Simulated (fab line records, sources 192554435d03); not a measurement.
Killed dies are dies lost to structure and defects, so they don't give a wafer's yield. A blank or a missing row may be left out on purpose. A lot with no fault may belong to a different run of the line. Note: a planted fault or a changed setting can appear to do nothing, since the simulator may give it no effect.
fab line records    flow n5Finfet
record lots=9  wafers=27  lastDay=18
route steps=1938 shown GATE_CUT@500 BEOL_M4@1111
lots that met no fault: from a run of the same line without faults
startH: hours from the record's opening day to when the first of the lot's shown wafers began    waitH: how many hours have passed since the lot's step before this one    " repeats the value in the row above    L1.1+2: a row that stands for several wafers    - value missing, or start not given    * or withheld: withheld    < > ~ a bound
route shown NAME@n: NAME is a module with steps in the file, n the number in the route of the first one    usual: mean and standard deviation over wafers with no fault    same: alike in all rows    chamber/n: place in a boat    sites: each site's reading    _std_site: the standard deviation of these    _edge_site: outer sites' mean less inner sites'    radiusMm: how far each site lies from the wafer's centre    mask NAME#n: copy n    behind: the tool/chamber that last shaped the wafer    hold: the reason the lot was held/the length of the hold in hours/how it ended    device: which transistor (n, p or np) failed to switch    end of line: the tests these same wafers got at the end of their route    where a step has no rows: the recipe by itself    killed: dies lost to structure and defects at the first sort, not the wafer's yield    map: a wafer's dies, x killed, . not, _ none there
set.NAME: setting as actually run; set.NAME@STEP: the setting as run at that earlier step    model.NAME: the simulator's own value behind a step, which no gauge read
one table for each step of the route and one row for each wafer, over a sample of lots
services: the hour from which a tool's chamber was out of use, counted from the record's first day as startH (under 0 if before that day), plus the number of hours and why
## steps
# step N5_GATE_CUT_CUT_ETCH_53
# recipe chemistry=SF6/Cl2  target=W  maskMaterial=SiO2  targetDepthA=792  pressureMtorr=8  icpW=900  biasW=80  SF6_flow_sccm=40  Cl2_flow_sccm=60  ends=cleared
# usual SF6_flow_sccm=40.00/0.11  biasW=79.98/0.22  drypumpMotorCurrentA=5.8/0.38  etchRfOnTimeS=26.2/0.78  oesProductAu=0.69/0.082  rfFwdPowerW=879/4.5  throttleValvePct=28.9/0.5
lot.wafer  tool         chamber  startH  waitH  SF6_flow_sccm  biasW  drypumpMotorCurrentA  etchRfOnTimeS  oesProductAu  rfFwdPowerW  rfHoursCounterH  throttleValvePct
L819.1     rieMetal-03  0        83.46   0.1    39.95          79.73  5.5                   25.6           0.69          882          49               29.7
L819.3     "            1        "       "      40.19          80.08  5.9                   27.2           0.74          879          -                28.9
L819.4     "            0        "       "      40.08          80.30  5.5                   25.3           0.69          882          -                29.7
L820.1     rieMetal-01  0        92.69   0.1    40.02          80.16  5.8                   25.4           0.71          883          42               28.1
L820.4     "            0        "       "      40.05          79.96  5.9                   25.2           0.73          885          -                28.1
L820.6     "            0        "       "      40.02          80.18  5.8                   25.5           0.71          891          -                28.1
L822.3     rieMetal-02  0        101.33  0.1    40.10          79.86  6.7                   27.2           0.81          876          -                28.7
L822.5     "            1        "       "      40.03          79.81  5.4                   26.5           0.60          876          -                29.0
L822.6     "            0        "       "      39.98          80.46  6.6                   27.0           0.80          876          -                28.7
L823.1     rieMetal-02  1        110.46  0.1    39.95          80.27  5.4                   26.1           0.60          876          94               29.0
L823.2     "            0        "       "      40.19          80.14  6.6                   26.9           0.80          880          11               28.7
L823.3     "            1        "       "      39.86          80.22  5.4                   26.2           0.59          874          -                29.0
L825.1     rieMetal-01  0        125.63  0.1    40.05          80.08  5.8                   25.1           0.72          887          45               28.1
L825.4     "            0        "       "      40.09          80.04  5.8                   25.1           0.71          891          -                28.1
L825.5     "            0        "       "      40.20          80.21  5.8                   25.3           0.72          883          -                28.1
L826.1     rieMetal-02  0        131.49  0.1    40.13          80.15  6.7                   27.2           0.78          876          13               28.7
L826.2     "            1        "       "      39.85          79.62  5.4                   25.9           0.60          877          96               29.0
L826.6     "            0        "       "      40.03          80.07  6.7                   27.2           0.79          880          -                28.7
L831.3     rieMetal-03  1        155.55  0.1    40.00          80.23  5.9                   27.3           0.72          876          -                28.9
L831.4     "            1        "       "      39.86          80.23  5.8                   27.1           0.72          876          -                28.9
L831.6     "            1        "       "      39.85          80.13  5.9                   27.1           0.72          879          -                28.9
L837.2     rieMetal-03  0        192.36  0.1    40.09          80.06  5.5                   25.4           0.67          874          56               29.7
L837.3     "            0        "       "      40.04          79.66  5.5                   25.6           0.67          873          -                29.7
L837.5     "            1        "       "      40.21          80.37  5.8                   26.5           0.72          872          -                28.9
L842.1     rieMetal-01  0        221.54  0.1    40.00          80.26  5.8                   25.2           0.69          889          55               28.1
L842.3     "            0        "       "      39.93          80.07  5.8                   25.3           0.69          891          -                28.1
L842.4     "            1        "       "      40.08          80.24  5.4                   25.1           0.91          874          -                28.7
# step N5_GATE_CUT_CUT_ETCH_54
# recipe chemistry=Cl2/BCl3  target=TiN  maskMaterial=SiO2  targetDepthA=967  pressureMtorr=10  icpW=1000  biasW=126  Cl2_flow_sccm=53.25  bcl3FlowSccm=21.75  Ar_flow_sccm=25  ends=cleared
# usual biasW=126.0/0.37  drypumpMotorCurrentA=5.8/0.39  etchRfOnTimeS=36.6/1.1  oesProductAu=0.68/0.081  rfFwdPowerW=979/6  throttleValvePct=22.3/0.34
lot.wafer  tool         chamber  startH  waitH  biasW  drypumpMotorCurrentA  etchRfOnTimeS  oesProductAu  rfFwdPowerW  rfHoursCounterH  throttleValvePct
L819.1     rieMetal-03  0        83.52   0.0    125.4  5.5                   35.7           0.69          974          49               22.7
L819.3     "            1        "       "      125.4  5.8                   38.1           0.73          976          -                22.3
L819.4     "            0        "       "      125.3  5.5                   35.5           0.70          972          -                22.7
L820.1     rieMetal-01  0        92.75   0.0    125.9  5.9                   35.8           0.71          988          42               21.7
L820.4     "            0        "       "      125.4  5.8                   35.5           0.71          988          -                21.7
L820.6     "            0        "       "      126.3  5.9                   35.4           0.72          991          -                21.7
L822.3     rieMetal-02  0        101.39  0.0    125.9  6.6                   37.5           0.81          974          -                22.2
L822.5     "            1        "       "      126.4  5.4                   36.4           0.60          981          -                22.3
L822.6     "            0        "       "      126.0  6.6                   37.4           0.81          971          -                22.2
L823.1     rieMetal-02  1        110.52  0.0    125.8  5.4                   36.5           0.60          978          94               22.3
L823.2     "            0        "       "      126.0  6.7                   37.8           0.79          976          11               22.2
L823.3     "            1        "       "      125.7  5.4                   36.6           0.59          978          -                22.4
L825.1     rieMetal-01  0        125.69  0.0    125.8  5.8                   35.4           0.71          987          45               21.7
L825.4     "            0        "       "      125.4  5.8                   35.6           0.70          988          -                21.7
L825.5     "            0        "       "      126.3  5.8                   35.5           0.71          990          -                21.7
L826.1     rieMetal-02  0        131.57  0.1    125.9  6.7                   38.0           0.79          974          14               22.2
L826.2     "            1        "       "      126.2  5.4                   35.9           0.60          977          96               22.3
L826.6     "            0        "       "      125.7  6.7                   37.7           0.80          974          -                22.2
L831.3     rieMetal-03  1        155.71  0.1    125.6  5.9                   37.6           0.72          970          -                22.3
L831.4     "            1        "       "      126.3  5.9                   38.1           0.71          968          -                22.3
L831.6     "            1        "       "      126.1  5.9                   37.7           0.72          971          -                22.3
L837.2     rieMetal-03  0        192.42  0.0    132.4  5.5                   35.0           0.68          980          56               22.7
L837.3     "            0        "       "      132.3  5.5                   35.2           0.68          975          -                22.7
L837.5     "            1        "       "      125.9  5.9                   37.8           0.70          972          -                22.3
L842.1     rieMetal-01  0        221.60  0.0    126.6  5.8                   35.4           0.69          987          55               21.7
L842.3     "            0        "       "      126.1  5.8                   35.3           0.69          989          -                21.7
L842.4     "            1        "       "      126.0  5.4                   34.8           0.91          972          -                22.0
# step N5_GATE_CUT_VAPOR_ETCH_48
# recipe chemistry=BCl3/Cl2  target=TiN  mode=isotropic
# usual drypumpMotorCurrentA=5.8/0.38  oesProductAu=0.76/0.097
lot.wafer  tool         chamber  startH  waitH  drypumpMotorCurrentA  oesProductAu
L819.1     rieMetal-03  0        83.64   0.0    5.5                   0.74
L819.3     "            1        "       "      5.8                   0.82
L819.4     "            0        "       "      5.5                   0.75
L820.1     rieMetal-01  0        92.87   0.0    5.8                   0.78
L820.4     "            0        "       "      5.8                   0.77
L820.6     "            0        "       "      5.8                   0.79
L822.3     rieMetal-02  0        101.50  0.0    6.6                   0.91
L822.5     "            1        "       "      5.4                   0.66
L822.6     "            0        "       "      6.6                   0.91
L823.1     rieMetal-02  1        110.64  0.0    5.4                   0.66
L823.2     "            0        "       "      6.7                   0.92
L823.3     "            1        "       "      5.4                   0.66
L825.1     rieMetal-01  0        125.81  0.0    5.8                   0.76
L825.4     "            0        "       "      5.9                   0.77
L825.5     "            0        "       "      5.8                   0.77
L826.1     rieMetal-02  0        131.73  0.0    6.7                   0.91
L826.2     "            1        "       "      5.4                   0.65
L826.6     "            0        "       "      6.7                   0.92
L831.3     rieMetal-03  1        156.00  0.1    5.8                   0.80
L831.4     "            1        "       "      5.9                   0.80
L831.6     "            1        "       "      5.8                   0.80
L837.2     rieMetal-03  0        192.54  0.0    5.5                   0.73
L837.3     "            0        "       "      5.5                   0.73
L837.5     "            1        "       "      5.9                   0.79
L842.1     rieMetal-01  0        221.72  0.0    5.8                   0.74
L842.3     "            0        "       "      5.8                   0.74
L842.4     "            1        "       "      5.4                   1.00
# step N5_GATE_CUT_VAPOR_ETCH_51
# recipe chemistry=BCl3/Cl2  target=HfO2  mode=isotropic
# usual drypumpMotorCurrentA=5.8/0.38  oesProductAu=0.76/0.097
lot.wafer  tool         chamber  startH  waitH  drypumpMotorCurrentA  oesProductAu
L819.1     rieMetal-03  0        83.70   0.0    5.5                   0.76
L819.3     "            1        "       "      5.9                   0.82
L819.4     "            0        "       "      5.5                   0.76
L820.1     rieMetal-01  0        92.93   0.0    5.9                   0.77
L820.4     "            0        "       "      5.9                   0.77
L820.6     "            0        "       "      5.9                   0.77
L822.3     rieMetal-02  0        101.56  0.0    6.7                   0.93
L822.5     "            1        "       "      5.4                   0.65
L822.6     "            0        "       "      6.7                   0.92
L823.1     rieMetal-02  1        110.70  0.0    5.4                   0.66
L823.2     "            0        "       "      6.6                   0.91
L823.3     "            1        "       "      5.4                   0.66
L825.1     rieMetal-01  0        125.87  0.0    5.9                   0.77
L825.4     "            0        "       "      5.8                   0.77
L825.5     "            0        "       "      5.8                   0.77
L826.1     rieMetal-02  0        131.81  0.0    6.6                   0.90
L826.2     "            1        "       "      5.4                   0.65
L826.6     "            0        "       "      6.7                   0.90
L831.3     rieMetal-03  1        156.16  0.1    5.9                   0.80
L831.4     "            1        "       "      5.9                   0.80
L831.6     "            1        "       "      5.9                   0.80
L837.2     rieMetal-03  0        192.60  0.0    5.5                   0.73
L837.3     "            0        "       "      5.5                   0.74
L837.5     "            1        "       "      5.9                   0.81
L842.1     rieMetal-01  0        221.78  0.0    5.8                   0.74
L842.3     "            0        "       "      5.8                   0.74
L842.4     "            1        "       "      5.4                   0.99
# step N5_BEOL_M4_RC_MEAS_101
# usual DIBL_N=36.4/2.7  DIBL_P=36/3.2  IOFF_N=0.16/0.046  IOFF_P=0.21/0.055  ION_N=677/15  ION_P=464/11  SS_N=71.5/0.79  SS_P=73.3/0.93  VT_N=250/4.1  VT_P=-251/4.4
lot.wafer  tool       chamber  startH  waitH  DIBL_N[mV/V]  DIBL_P[mV/V]  IOFF_N[nA/um]  IOFF_P[nA/um]  ION_N[uA/um]  ION_P[uA/um]  SS_N[mV/dec]  SS_P[mV/dec]  VT_N[mV]  VT_P[mV]
L819.1     prober-01  0        164.22  0.2    34.9          35            0.14           0.22           670           466           72.1          73.6          251       -247
L819.3     "          0        "       "      36.4          37            0.18           0.26           683           472           72.4          73.2          247       -245
L819.4     "          0        "       "      39.0          41            0.23           0.35           690           470           72.5          75.1          247       -240
L820.1     prober-02  0        166.53  0.0    37.0          35            0.16           0.21           680           467           71.0          73.8          249       -249
L820.4     "          0        "       "      43.5          44            0.32           0.42           733           500           72.7          76.2          242       -240
L820.6     "          0        "       "      39.5          38            0.22           0.29           692           479           71.5          73.5          244       -245
L822.3     prober-01  0        189.09  0.3    38.3          40            0.22           0.36           695           487           72.9          73.0          242       -239
L822.5     "          0        "       "      37.2          38            0.19           0.28           691           478           72.2          73.6          245       -242
L822.6     "          0        "       "      35.4          36            0.16           0.26           682           481           72.0          73.0          248       -243
L823.1     prober-02  0        206.75  0.0    31.4          29            0.09           0.13           648           452           69.9          71.0          256       -257
L823.2     "          0        "       "      36.5          36            0.17           0.21           691           470           71.7          72.6          246       -249
L823.3     "          0        "       "      35.3          34            0.14           0.18           677           463           71.3          72.5          252       -253
L825.1     prober-02  0        226.22  0.0    31.4          30            0.10           0.14           677           464           70.5          72.7          257       -254
L825.4     "          0        "       "      31.9          31            0.11           0.14           659           458           70.4          72.8          256       -254
L825.5     "          0        "       "      34.2          34            0.12           0.17           652           451           71.1          73.1          257       -257
L826.1     prober-01  0        232.56  0.0    32.3          32            0.10           0.15           669           465           70.9          71.4          255       -253
L826.2     "          0        "       "      36.5          38            0.17           0.23           687           472           71.7          72.6          248       -250
L826.6     "          0        "       "      33.2          33            0.11           0.16           665           458           70.6          71.4          251       -252
L831.3     prober-02  0        249.67  0.3    35.0          36            0.17           0.21           704           478           71.3          73.8          246       -248
L831.4     "          0        "       "      33.4          34            0.15           0.20           691           471           70.3          72.8          246       -248
L831.6     "          0        "       "      32.7          33            0.13           0.17           668           460           70.5          72.9          249       -253
L837.2     prober-02  0        286.74  0.2    34.7          35            0.13           0.14           667           445           71.0          72.4          255       -255
L837.3     "          0        "       "      37.8          41            0.18           0.22           671           450           72.3          73.9          251       -253
L837.5     "          0        "       "      34.3          36            0.12           0.16           658           445           71.2          72.7          254       -258
L842.1     prober-01  0        319.44  0.0    28.6          29            0.06           0.09           633           435           70.3          70.7          264       -265
L842.3     "          0        "       "      32.5          32            0.11           0.12           658           440           71.0          71.9          256       -259
L842.4     "          0        "       "      32.1          33            0.11           0.13           677           462           70.6          71.7          253       -259
## services
tool         chamber  startH  hours  kind
rieMetal-03  -        96.80   1.3    repair
rieMetal-01  -        107.94  0.5    repair
rieMetal-03  -        128.12  14.6   pm
rieMetal-01  -        144.80  0.9    repair
rieMetal-03  0        152.94  18.0   repair
rieMetal-02  -        155.30  1.4    pm
rieMetal-01  1        172.92  -      clean
rieMetal-01  1        172.92  21.5   scheduledDown
rieMetal-01  1        172.92  21.5   ventCycle
## key
firstSign step=N5_GATE_CUT_CUT_ETCH_54  reading=biasW  direction=up  sigmas=17  usual=*  struck=*
effect none on later readings
metAt N5_GATE_CUT_CUT_ETCH_54
struckLots L837
struckWafers L837.2,L837.3
notActingAt N5_GATE_CUT_CUT_ETCH_53,N5_GATE_CUT_VAPOR_ETCH_48,N5_GATE_CUT_VAPOR_ETCH_51
onsetBetween 83.52 192.42
fault kind=processParameterDrift  tool=rieMetal-03  chamber=0  onsetH=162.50  steps=N5_GATE_CUT_CUT_ETCH_54  channel=biasW  offset=*  shape=step  endH=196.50  actsIn=*  stated=*
